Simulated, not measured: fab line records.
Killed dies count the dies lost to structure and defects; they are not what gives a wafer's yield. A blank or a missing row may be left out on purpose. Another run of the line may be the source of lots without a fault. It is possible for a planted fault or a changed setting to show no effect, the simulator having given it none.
The same fault as seen by 2 desks    flow n5_finfet    each desk holds nothing but its own numbers, with what lay behind them at the end

METROLOGY DESK
Means of the sampled wafers that have a number, per lot and without regard to the tool the lot ran on: this is what the gauges read. If a lot's mean is further than 4 standard deviations from the usual mean, the lot is out of limits and carries the mark OUT (the distance appears in the brackets). Readings shown: 7 out of 13 (the first out of limits, and those lying furthest out on some lot).
Columns: A = cd_nm at N5_WELL_APT_CD_MEAS_08, usual 199.9 nm; B = CJ_N at N5_BEOL_M4_RC_MEAS_101, usual 4.34; C = IOFF_N at N5_BEOL_M4_RC_MEAS_101, usual 0.163 nA/um; D = ION_N at N5_BEOL_M4_RC_MEAS_101, usual 673 uA/um; E = ION_P at N5_BEOL_M4_RC_MEAS_101, usual 462 uA/um; F = RS_PWELL at N5_BEOL_M4_RC_MEAS_101, usual 3013 ohm/sq; G = VT_N at N5_BEOL_M4_RC_MEAS_101, usual 249.8 mV
lot   first seen here  A      B               C      D    E    F     G
L813  day 1 19:41      200.2  4.54            0.163  667  462  3036  250.3
L815  day 2 07:52      197.2  4.33            0.167  676  470  2982  250.5
L817  day 2 19:54      200.3  4.28            0.177  680  461  3017  248.4
L818  day 3 01:35      198.8  4.35            0.163  677  464  3004  250.0
L825  day 4 19:36      199.1  4.35            0.168  674  452  3013  249.6
L826  day 5 01:39      199.2  4.34            0.179  677  467  3020  249.7
L827  day 5 07:42      199.4  3.36 (-14) OUT  0.208  691  465  3089  245.4
L828  day 5 13:41      199.6  4.41            0.170  672  461  3022  248.1
L832  day 6 13:41      200.0  3.28 (-15) OUT  0.169  672  453  3098  250.7
This desk's result: L827, L832 out of limits, first on L827 (CJ_N at N5_BEOL_M4_RC_MEAS_101), day 11 10:32. Within limits: L813, L815, L817, L818, L825, L826, L828.

TOOL OWNER'S DESK, implanter-02
N5_WELL_APT_IMPLANT_32, tool's own readings: per-lot mean of the sampled wafers with a number, covering each lot this tool ran. If a lot's mean is further than 4 standard deviations from the usual mean, the lot is out of limits and carries the mark OUT (the distance appears in the brackets).
Columns: A = dose_ions_cm2 at N5_WELL_APT_IMPLANT_32, usual 1.9998e+13; B = faraday_current_uA at N5_WELL_APT_IMPLANT_32, usual 254
lot   first seen here  A                             B
L815  day 2 09:37      1.9957e+13                    252
L817  day 2 21:23      2.0005e+13                    249
L825  day 4 21:07      2.0013e+13                    255
L827  day 5 09:15      1.1851e+13 (-99 or more) OUT  149 (-24) OUT
L832  day 6 15:20      1.1847e+13 (-99 or more) OUT  150 (-24) OUT
This desk finds L827, L832 out of limits, L827 being first, at day 5 09:15 (dose_ions_cm2 at N5_WELL_APT_IMPLANT_32). Within limits: L815, L817, L825.

BROUGHT TOGETHER
At day 5 09:15, on L827, L832, the tool owner's desk was in a position to raise an alarm.
Metrology desk: alarm possible at day 11 10:32 on L827, L832.
All the named lots went through N5_WELL_APT_IMPLANT_32 on implanter-02.

WHAT THE SIMULATOR PUT IN
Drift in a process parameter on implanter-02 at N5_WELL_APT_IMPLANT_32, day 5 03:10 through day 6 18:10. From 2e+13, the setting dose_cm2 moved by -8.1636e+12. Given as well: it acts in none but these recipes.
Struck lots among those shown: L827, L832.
Fault start to first reading out of limits, in hours, per desk: tool owner, 6; metrology, 151.
